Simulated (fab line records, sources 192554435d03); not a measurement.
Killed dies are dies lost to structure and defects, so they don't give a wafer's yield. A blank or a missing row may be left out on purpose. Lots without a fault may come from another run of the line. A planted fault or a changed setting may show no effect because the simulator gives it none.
Split-lot experiment | flow n5_finfet | 7 lots, 21 wafers read, on a route of 1938 steps

THE SPLIT
At N5_BEOL_M14_EXPOSE_07 (exposes mask V13), the setting dose_mj was moved away from the recipe's 57 on 7 of the 21 wafers read, by -7.2% to +5.1%. The other wafers ran this setting at the recipe's value.

FROM THE SPLIT TO THE READING: what the file shows between them, 6 steps
- N5_BEOL_M14_PEB_08: peb time 90 s
- N5_BEOL_M14_DEVELOP_09: develop time 45 s
- N5_BEOL_M14_HARDBAKE_14: time 120 s
- N5_BEOL_M14_CD_MEAS_10: target cd 250 nm
- N5_BEOL_M14_STRIP_71: strips in post etch residue remover, time 60 s
- N5_BEOL_M14_SRD_72: time 30 s, dry time 30 s

THE READING
cd_nm, in nm, at N5_BEOL_M14_CD_MEAS_17 (target cd 250 nm). Fault-free wafers of this fab line usually give 250.7 nm, standard deviation 2.2 nm.

wafer  | tool, chamber at the split | dose_mj as run | against the recipe | cd_nm, nm | against lot-mates on the recipe
L074.3 | krf_scanner-02, 0          | 57             | recipe             | 248.0     | -
L074.4 | krf_scanner-02, 0          | 57             | recipe             | 248.6     | -
L074.6 | krf_scanner-02, 0          | 55.82          | -2.1%              | 248.9     | +0.6
L075.1 | krf_scanner-01, 0          | 52.88          | -7.2%              | 238.8     | -8.7
L075.2 | krf_scanner-01, 0          | 57             | recipe             | 247.5     | -
L075.3 | krf_scanner-01, 0          | 52.88          | -7.2%              | 240.2     | -7.3
L077.2 | krf_scanner-02, 0          | 57             | recipe             | 255.0     | -
L077.3 | krf_scanner-02, 0          | 57             | recipe             | 252.5     | -
L077.5 | krf_scanner-02, 0          | 57             | recipe             | 249.6     | -
L078.2 | krf_scanner-02, 0          | 59.88          | +5.1%              | 258.1     | +7.9
L078.5 | krf_scanner-02, 0          | 57             | recipe             | 252.2     | -
L078.6 | krf_scanner-02, 0          | 57             | recipe             | 248.2     | -
L087.1 | krf_scanner-01, 0          | 57             | recipe             | 249.7     | -
L087.3 | krf_scanner-01, 0          | 57             | recipe             | 249.6     | -
L087.4 | krf_scanner-01, 0          | 57             | recipe             | 251.4     | -
L092.3 | krf_scanner-01, 0          | 53.1           | -6.8%              | 239.6     | -10.7
L092.4 | krf_scanner-01, 0          | 53.1           | -6.8%              | 238.2     | -12.1
L092.6 | krf_scanner-01, 0          | 57             | recipe             | 250.3     | -
L097.1 | krf_scanner-02, 0          | 57             | recipe             | 248.1     | -
L097.4 | krf_scanner-02, 0          | 57             | recipe             | 248.6     | -
L097.5 | krf_scanner-02, 0          | 59.93          | +5.1%              | 258.6     | +10.3

THE FIT
A straight line over all 21 wafers: cd_nm changes by +1.55 nm for each +1% of dose_mj; r = +0.94; the points scatter about the line by 1.9 nm.
The same after taking each lot's own level away (the mean of its wafers on the recipe; 21 wafers): +1.46 nm for each +1%; r = +0.94; scatter 1.8 nm.
On that fit, the largest move of dose_mj shifts the reading by 11 nm.
The lots' own levels span 247.50 to 252.37 nm, that is 2.2 times the standard deviation above.
So the lot-to-lot level changes the slope little: the two slopes agree.
Check: with one of the wafers moved furthest among these (-7.2%) left out of the fit, the line predicts -10.5 nm for it against its lot-mates. It came out at -8.7 nm against them.

OTHER SPLITS ON THESE WAFERS
These wafers also went through other splits before the reading. Each is held against what the fit with the lots' levels taken away leaves over:
other split on the same wafers    | wafers away from the commonest value | r with cd_nm (lot level and that fit taken away)
N5_BEOL_M11_COAT_59 spin_rpm      | 7                                    | +0.05
N5_BEOL_M11_ETCH_66 time_s        | 8                                    | -0.01
N5_BEOL_M11_TRENCH_ETCH_37 time_s | 6                                    | -0.32
N5_BEOL_M13_COAT_04 spin_rpm      | 6                                    | -0.26

THE WHOLE CHAIN: every reading that the file lists as answering this split, in the file's order
step                   | what it does     | reading | change (the file's fit)              | r (the file's)
N5_BEOL_M14_CD_MEAS_10 | target cd 250 nm | cd_nm   | +1.33 nm for each +1% of the setting | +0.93
N5_BEOL_M14_CD_MEAS_17 | target cd 250 nm | cd_nm   | +1.46 nm for each +1% of the setting | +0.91

THE FILE'S OWN FIT
cd_nm changes by +1.46 nm for each +1% of dose_mj, r = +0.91.
